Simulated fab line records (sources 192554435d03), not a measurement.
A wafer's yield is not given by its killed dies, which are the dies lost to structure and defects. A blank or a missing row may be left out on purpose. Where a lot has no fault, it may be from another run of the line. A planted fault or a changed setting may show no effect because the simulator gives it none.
Split-lot study / flow n5Finfet / route with 1938 steps; 7 lots, 39 wafers read

== SPLIT DETAILS ==
At N5_SD_EPI_P_EPI_21 (deposits SiGe:B, time 355 s), the setting timeS was moved away from the recipe's 355 s on 15 of the 39 wafers read, by -55.8% to -15.9%. All remaining wafers had this setting at the recipe value.

== FROM THE SPLIT TO THE READING: what the file shows between them, 8 steps ==
- N5_SD_EPI_P_EPI_MEAS_23
- N5_SD_EPI_P_HM_STRIP_48: strips SiNx in H3PO4, material SiNx, target depth 3 nm
- N5_SD_EPI_P_SRD_49: time 30 s
- N5_SD_EPI_P_PRECLEAN_24: cleans in O3/DIW, time 45 s
- N5_SD_EPI_P_PRECLEAN_32: cleans in dHF, time 10 s
- N5_SD_EPI_P_PRECLEAN_33: cleans in SC2, time 45 s
- N5_SD_ACTIVATION_RTA_00: time 0 s
- N5_SD_ACTIVATION_LSA_01: time 0.0008 s

== THE READING ==
Measured at N5_SD_ACTIVATION_RS_MEAS_03 by four-point probe: RS_SD_P, in ohm/sq. On this fab line, fault-free wafers typically give 56.1 ohm/sq with a standard deviation of 0.82 ohm/sq.

wafer=L074.1; tool, chamber at the split=epiRpcvd-02, 0; timeS as run, s=196.1; against the recipe=-44.8%; RS_SD_P, ohm/sq=96.3; against lot-mates on the recipe=+39.1
wafer=L074.2; tool, chamber at the split=epiRpcvd-02, 0; timeS as run, s=355; against the recipe=recipe; RS_SD_P, ohm/sq=56.7; against lot-mates on the recipe=-
wafer=L074.3; tool, chamber at the split=epiRpcvd-02, 0; timeS as run, s=355; against the recipe=recipe; RS_SD_P, ohm/sq=56.8; against lot-mates on the recipe=-
wafer=L074.4; tool, chamber at the split=epiRpcvd-02, 0; timeS as run, s=196.1; against the recipe=-44.8%; RS_SD_P, ohm/sq=93.4; against lot-mates on the recipe=+36.2
wafer=L074.5; tool, chamber at the split=epiRpcvd-02, 0; timeS as run, s=355; against the recipe=recipe; RS_SD_P, ohm/sq=58.0; against lot-mates on the recipe=-
wafer=L074.6; tool, chamber at the split=epiRpcvd-02, 0; timeS as run, s=196.1; against the recipe=-44.8%; RS_SD_P, ohm/sq=94.5; against lot-mates on the recipe=+37.3
wafer=L075.1; tool, chamber at the split=epiRpcvd-04, 0; timeS as run, s=355; against the recipe=recipe; RS_SD_P, ohm/sq=56.2; against lot-mates on the recipe=-
wafer=L075.2; tool, chamber at the split=epiRpcvd-04, 0; timeS as run, s=355; against the recipe=recipe; RS_SD_P, ohm/sq=57.3; against lot-mates on the recipe=-
wafer=L075.3; tool, chamber at the split=epiRpcvd-04, 0; timeS as run, s=235.9; against the recipe=-33.5%; RS_SD_P, ohm/sq=78.5; against lot-mates on the recipe=+21.5
wafer=L075.4; tool, chamber at the split=epiRpcvd-04, 0; timeS as run, s=235.9; against the recipe=-33.5%; RS_SD_P, ohm/sq=77.9; against lot-mates on the recipe=+20.9
wafer=L075.5; tool, chamber at the split=epiRpcvd-04, 0; timeS as run, s=235.9; against the recipe=-33.5%; RS_SD_P, ohm/sq=79.2; against lot-mates on the recipe=+22.2
wafer=L075.6; tool, chamber at the split=epiRpcvd-04, 0; timeS as run, s=355; against the recipe=recipe; RS_SD_P, ohm/sq=57.4; against lot-mates on the recipe=-
wafer=L083.1; tool, chamber at the split=epiRpcvd-04, 0; timeS as run, s=355; against the recipe=recipe; RS_SD_P, ohm/sq=56.1; against lot-mates on the recipe=-
wafer=L083.5; tool, chamber at the split=epiRpcvd-04, 0; timeS as run, s=355; against the recipe=recipe; RS_SD_P, ohm/sq=56.6; against lot-mates on the recipe=-
wafer=L083.6; tool, chamber at the split=epiRpcvd-04, 0; timeS as run, s=355; against the recipe=recipe; RS_SD_P, ohm/sq=55.7; against lot-mates on the recipe=-
wafer=L085.1; tool, chamber at the split=epiRpcvd-02, 0; timeS as run, s=355; against the recipe=recipe; RS_SD_P, ohm/sq=55.6; against lot-mates on the recipe=-
wafer=L085.2; tool, chamber at the split=epiRpcvd-02, 0; timeS as run, s=355; against the recipe=recipe; RS_SD_P, ohm/sq=55.0; against lot-mates on the recipe=-
wafer=L085.3; tool, chamber at the split=epiRpcvd-02, 0; timeS as run, s=355; against the recipe=recipe; RS_SD_P, ohm/sq=55.4; against lot-mates on the recipe=-
wafer=L085.4; tool, chamber at the split=epiRpcvd-02, 0; timeS as run, s=355; against the recipe=recipe; RS_SD_P, ohm/sq=55.1; against lot-mates on the recipe=-
wafer=L085.5; tool, chamber at the split=epiRpcvd-02, 0; timeS as run, s=355; against the recipe=recipe; RS_SD_P, ohm/sq=55.3; against lot-mates on the recipe=-
wafer=L085.6; tool, chamber at the split=epiRpcvd-02, 0; timeS as run, s=355; against the recipe=recipe; RS_SD_P, ohm/sq=55.0; against lot-mates on the recipe=-
wafer=L086.1; tool, chamber at the split=epiRpcvd-02, 0; timeS as run, s=298.4; against the recipe=-15.9%; RS_SD_P, ohm/sq=62.6; against lot-mates on the recipe=+6.0
wafer=L086.2; tool, chamber at the split=epiRpcvd-02, 0; timeS as run, s=355; against the recipe=recipe; RS_SD_P, ohm/sq=57.0; against lot-mates on the recipe=-
wafer=L086.3; tool, chamber at the split=epiRpcvd-02, 0; timeS as run, s=355; against the recipe=recipe; RS_SD_P, ohm/sq=56.4; against lot-mates on the recipe=-
wafer=L086.4; tool, chamber at the split=epiRpcvd-02, 0; timeS as run, s=355; against the recipe=recipe; RS_SD_P, ohm/sq=56.3; against lot-mates on the recipe=-
wafer=L086.5; tool, chamber at the split=epiRpcvd-02, 0; timeS as run, s=298.4; against the recipe=-15.9%; RS_SD_P, ohm/sq=63.2; against lot-mates on the recipe=+6.6
wafer=L086.6; tool, chamber at the split=epiRpcvd-02, 0; timeS as run, s=298.4; against the recipe=-15.9%; RS_SD_P, ohm/sq=62.3; against lot-mates on the recipe=+5.7
wafer=L088.1; tool, chamber at the split=epiRpcvd-04, 0; timeS as run, s=355; against the recipe=recipe; RS_SD_P, ohm/sq=56.2; against lot-mates on the recipe=-
wafer=L088.2; tool, chamber at the split=epiRpcvd-04, 0; timeS as run, s=156.9; against the recipe=-55.8%; RS_SD_P, ohm/sq=115.2; against lot-mates on the recipe=+59.1
wafer=L088.3; tool, chamber at the split=epiRpcvd-04, 0; timeS as run, s=156.9; against the recipe=-55.8%; RS_SD_P, ohm/sq=116.1; against lot-mates on the recipe=+60.0
wafer=L088.4; tool, chamber at the split=epiRpcvd-04, 0; timeS as run, s=156.9; against the recipe=-55.8%; RS_SD_P, ohm/sq=115.2; against lot-mates on the recipe=+59.1
wafer=L088.5; tool, chamber at the split=epiRpcvd-04, 0; timeS as run, s=355; against the recipe=recipe; RS_SD_P, ohm/sq=56.5; against lot-mates on the recipe=-
wafer=L088.6; tool, chamber at the split=epiRpcvd-04, 0; timeS as run, s=355; against the recipe=recipe; RS_SD_P, ohm/sq=55.7; against lot-mates on the recipe=-
wafer=L096.1; tool, chamber at the split=epiRpcvd-03, 0; timeS as run, s=355; against the recipe=recipe; RS_SD_P, ohm/sq=56.2; against lot-mates on the recipe=-
wafer=L096.2; tool, chamber at the split=epiRpcvd-03, 0; timeS as run, s=298; against the recipe=-16.1%; RS_SD_P, ohm/sq=62.1; against lot-mates on the recipe=+6.0
wafer=L096.3; tool, chamber at the split=epiRpcvd-03, 0; timeS as run, s=298; against the recipe=-16.1%; RS_SD_P, ohm/sq=63.1; against lot-mates on the recipe=+7.0
wafer=L096.4; tool, chamber at the split=epiRpcvd-03, 0; timeS as run, s=355; against the recipe=recipe; RS_SD_P, ohm/sq=56.4; against lot-mates on the recipe=-
wafer=L096.5; tool, chamber at the split=epiRpcvd-03, 0; timeS as run, s=355; against the recipe=recipe; RS_SD_P, ohm/sq=55.8; against lot-mates on the recipe=-
wafer=L096.6; tool, chamber at the split=epiRpcvd-03, 0; timeS as run, s=298; against the recipe=-16.1%; RS_SD_P, ohm/sq=63.3; against lot-mates on the recipe=+7.2

THE FIT
A straight line over all 39 wafers: RS_SD_P changes by -0.926 ohm/sq for each +1% of timeS; r = -0.97; the points scatter about the line by 4.5 ohm/sq.
The same after taking each lot's own level away (the mean of its wafers on the recipe; 39 wafers): -0.916 ohm/sq for each +1%; r = -0.97; scatter 4.7 ohm/sq.
According to that fit, moving timeS by its largest amount changes the reading by 51 ohm/sq.
The lots' own levels span 55.23 to 57.17 ohm/sq, that is 2.4 times the standard deviation above.
Consequently the slope shifts little with the lot-to-lot level, the two slopes agreeing.
Check: +47.7 ohm/sq against its lot-mates is what the line predicts for one of the wafers moved furthest among these (-55.8%) when that wafer is left out of the fit. It came out at +59.1 ohm/sq against them.

== THE OTHER SPLITS THESE WAFERS WENT THROUGH ==
Before the reading, these wafers also passed through other splits. Each is held against what the fit with the lots' levels taken away leaves over:
other split on the same wafers=N5_ZERO_LAYER_PECVD_02 timeS; wafers away from the commonest value=12; r with RS_SD_P (lot level and that fit taken away)=-0.09
other split on the same wafers=N5_FIN_SAQP_HM_DEP_03 targetThkA; wafers away from the commonest value=18; r with RS_SD_P (lot level and that fit taken away)=+0.27
other split on the same wafers=N5_SD_EPI_N_EPI_21 epiGrowthTimeS; wafers away from the commonest value=18; r with RS_SD_P (lot level and that fit taken away)=+0.01

== THE WHOLE CHAIN: every reading that the file lists as answering this split, in the file's order ==
step=N5_SD_EPI_P_EPI_21; what it does=deposits SiGe:B, time 355 s; reading=SiGe-B_of_SD_EPI_P_EPI_21.thkNm (the simulator's own value, which no gauge read); change (the file's fit)=+0.532 nm for each +1% of the setting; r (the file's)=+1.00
step=N5_SD_EPI_P_EPI_MEAS_23; what it does=; reading=thkNm; change (the file's fit)=withheld for each +1% of the setting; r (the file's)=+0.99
step=N5_SD_ACTIVATION_RS_MEAS_03; what it does=measures by four-point-probe; reading=RS_SD_P; change (the file's fit)=-0.877 for each +1% of the setting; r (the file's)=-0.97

== THE FILE'S OWN FIT ==
RS_SD_P changes by -0.877 ohm/sq for each +1% of timeS, r = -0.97.
